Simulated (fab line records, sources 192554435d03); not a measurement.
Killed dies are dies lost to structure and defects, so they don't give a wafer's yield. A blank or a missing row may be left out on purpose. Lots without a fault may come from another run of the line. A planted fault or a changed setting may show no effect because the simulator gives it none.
A struck lot beside a sound one | flow n5_finfet | 15 steps out of a route of 1938
Sound: wafers L470.1, L470.4, L470.6. Struck: wafer L474.1. (L474.6 of the same lot was not struck and is left out.) The cause comes at the end.
At each step with rows: each side's tool, then ch and its chambers, then its first start. Under that, the readings that differ: sound wafers | struck wafers | difference of the means | sigmas: that difference in standard deviations of wafers without a fault.
alike: readings whose means differ by less than 2 such deviations, and words and numbers that are the same on both sides. not compared: withheld readings, readings that some wafer has no value for, bounds like >300 that may hide the same value, and numbers for which the record gives no deviation and whose values overlap.
The two part at a step that has a row with sigmas, a row that says differs or no value, or rows on one side only. Numbers that don't overlap but have no deviation are shown without sigmas and don't part them. A reading that every wafer of one side lacks parts them only if that side has two wafers or more.

first, 7 steps without rows for these wafers: N5_BEOL_M11_COAT_60 (time 60 s, resist thk 30 nm); N5_BEOL_M11_COAT_05 (resist thk 90 nm); N5_BEOL_M11_EBR_07; N5_BEOL_M11_SOFTBAKE_06 (time 60 s); N5_BEOL_M11_EXPOSE_08 (exposes mask M11); N5_BEOL_M11_PEB_09 (peb time 60 s); N5_BEOL_M11_DEVELOP_10 (develop time 30 s).
N5_BEOL_M11_CD_MEAS_11: target cd 64.1 nm.
  sound on cd_sem-02 ch 0, day 14 11:07; struck on cd_sem-03 ch 0, day 16 07:37
  alike: cd_nm
N5_BEOL_M11_OVL_MEAS_12:
  sound on overlay-01 ch 0, day 14 11:09; struck on overlay-01 ch 0, day 16 07:38
  alike: M11_OVL
N5_BEOL_M11_INSPECT_13: inspects for defects (brightfield).
  sound on defect_inspect-02, day 14 11:10; struck on defect_inspect-01, day 16 07:40
  alike: raw_defect_count
N5_BEOL_M11_DESCUM_16: chemistry O2, time 7.9 s.
  sound on rie_diel-03 ch 0,1,3, day 14 11:35; struck on rie_diel-02 ch 1, day 16 08:00
  alike: chamber_pressure_mTorr, drypump_motor_current_A, oes_product_au, rf_vpp_V, showerhead_plenum_p_Torr, throttle_valve_pct
  not compared: rf_hours_counter_h
N5_BEOL_M11_ETCH_61: etches SiARC in CF4, target depth 39 nm, time 65 s.
  sound on rie_diel-03 ch 0,1,3, day 14 11:37; struck on rie_diel-02 ch 1, day 16 08:02
  reading               | sound          | struck | difference | sigmas
  etch_rf_on_time_s (s) | 58.0 62.3 62.9 | 64.9   | +3.8       | +2
  alike: chamber_pressure_mTorr, drypump_motor_current_A, oes_product_au, rf_vpp_V, showerhead_plenum_p_Torr, throttle_valve_pct
  not compared: rf_hours_counter_h
N5_BEOL_M11_ETCH_62: etches SOC in N2/H2, target depth 110 nm, overetch 22 nm, time 165 s.
  sound on rie_diel-03 ch 0,1,3, day 14 11:40; struck on rie_diel-02 ch 1, day 16 08:05
  reading                                     | sound          | struck | difference | sigmas
  model.SiARC_of_BEOL_M11_COAT_60.thk_nm (nm) | 22.4 23.2 23.2 | 24.8   | +1.9       |
  alike: chamber_pressure_mTorr, drypump_motor_current_A, n2_flow_sccm, oes_product_au, rf_vpp_V, showerhead_plenum_p_Torr, throttle_valve_pct
  not compared: rf_hours_counter_h
then, 2 steps without rows for these wafers: N5_BEOL_M11_STRIP_68 (strips in N2/H2); N5_PASSIVATION_PROBE_49.

WHERE THEY PART
Only at N5_BEOL_M11_ETCH_61, within this record. Later steps at which nothing parts them and some readings are alike: N5_BEOL_M11_ETCH_62.

WHY: what the simulator had put in
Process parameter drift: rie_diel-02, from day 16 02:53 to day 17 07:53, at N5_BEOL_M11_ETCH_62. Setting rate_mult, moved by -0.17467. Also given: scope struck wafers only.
